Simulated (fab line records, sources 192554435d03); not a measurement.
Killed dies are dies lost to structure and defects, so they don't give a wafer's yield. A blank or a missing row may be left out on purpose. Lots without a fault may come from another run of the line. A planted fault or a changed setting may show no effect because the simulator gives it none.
Chamber matching | flow n5_finfet | N5_BEOL_M11_STRIP_19 on rie_diel-02: 4 sister chambers
The step strips in O2. 27 wafers are shown with their chamber, then 12 later ones without.

WAFERS WITH THEIR CHAMBER
wafer  | chamber | showerhead_plenum_p_Torr (Torr) | throttle_valve_pct (%) | oes_product_au (a.u.)
L078.1 | 3       | 1.96                            | 16.77                  | 0.71
L078.3 | 1       | 2.20                            | 16.44                  | 0.82
L078.6 | 0       | 2.02                            | 16.57                  | 0.79
L077.1 | 0       | 2.02                            | 16.57                  | 0.78
L077.4 | 1       | 2.20                            | 16.43                  | 0.82
L077.5 | 2       | 2.09                            | 16.82                  | 0.71
L083.1 | 0       | 2.02                            | 16.57                  | 0.79
L083.2 | 1       | 2.20                            | 16.45                  | 0.82
L083.3 | 3       | 1.95                            | 16.79                  | 0.72
L083.4 | 2       | 2.09                            | 16.84                  | 0.70
L083.5 | 0       | 2.02                            | 16.58                  | 0.79
L083.6 | 1       | 2.19                            | 16.45                  | 0.82
L082.1 | 1       | 2.19                            | 16.47                  | 0.81
L082.2 | 2       | 2.08                            | 16.84                  | 0.70
L082.3 | 0       | 2.02                            | 16.58                  | 0.79
L082.4 | 1       | 2.19                            | 16.44                  | 0.81
L082.5 | 0       | 2.02                            | 16.58                  | 0.77
L082.6 | 2       | 2.09                            | 16.82                  | 0.70
L080.1 | 1       | 2.19                            | 16.48                  | 0.81
L080.3 | 0       | 2.02                            | 16.61                  | 0.78
L080.6 | 3       | 1.95                            | 16.78                  | 0.72
L084.1 | 0       | 2.01                            | 16.60                  | 0.78
L084.2 | 3       | 1.95                            | 16.81                  | 0.70
L084.3 | 2       | 2.08                            | 16.86                  | 0.70
L084.4 | 1       | 2.19                            | 16.46                  | 0.81
L084.5 | 2       | 2.08                            | 16.87                  | 0.71
L084.6 | 1       | 2.19                            | 16.46                  | 0.81

SIGNATURES (means of the wafers above)
reading                  | chamber 0 | chamber 1 | chamber 2 | chamber 3 | scatter within a chamber
showerhead_plenum_p_Torr | 2.0187    | 2.1933    | 2.0850    | 1.9525    | 0.00472
throttle_valve_pct       | 16.5825   | 16.4533   | 16.8417   | 16.7875   | 0.0168
oes_product_au           | 0.7838    | 0.8144    | 0.7033    | 0.7125    | 0.00665
Rule: a wafer's distance from a chamber is the root of the sum, over the readings, of the square of ((its reading less the chamber's mean) divided by the reading's scatter). The wafer belongs to the nearest chamber; if the next one is less than 2 further off, it can't be placed. The scatter: the root of (the sum of the squares of (reading less its chamber's mean) over the shown wafers, divided by (wafers less chambers)).

WAFERS WITHOUT THEIR CHAMBER
wafer  | showerhead_plenum_p_Torr (Torr) | throttle_valve_pct (%) | oes_product_au (a.u.)
L085.1 | 1.95                            | 16.80                  | 0.69
L085.2 | 2.08                            | 16.84                  | 0.70
L085.4 | 2.01                            | 16.61                  | 0.77
L087.1 | 2.08                            | 16.85                  | 0.70
L087.2 | 2.01                            | 16.62                  | 0.77
L087.4 | 2.19                            | 16.49                  | 0.82
L094.4 | 2.01                            | 16.64                  | 0.75
L094.5 | 2.18                            | 16.52                  | 0.78
L094.6 | 2.20                            | 16.36                  | 0.92
L096.2 | 2.18                            | 16.52                  | 0.78
L096.3 | 2.01                            | 16.65                  | 0.75
L096.4 | 2.20                            | 16.37                  | 0.93

WHICH CHAMBER EACH WENT THROUGH
wafer  | from the rows above | in truth
L085.1 | 3                   | 3
L085.2 | 2                   | 2
L085.4 | 0                   | 0
L087.1 | 2                   | 2
L087.2 | 0                   | 0
L087.4 | 1                   | 1
L094.4 | 0                   | 0
L094.5 | 1                   | 1
L094.6 | 1                   | 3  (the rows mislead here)
L096.2 | 1                   | 1
L096.3 | 0                   | 0
L096.4 | 1                   | 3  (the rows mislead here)
Placed correctly: 10 of 12. Can't be placed from these rows: 0. Placed wrongly: 2.
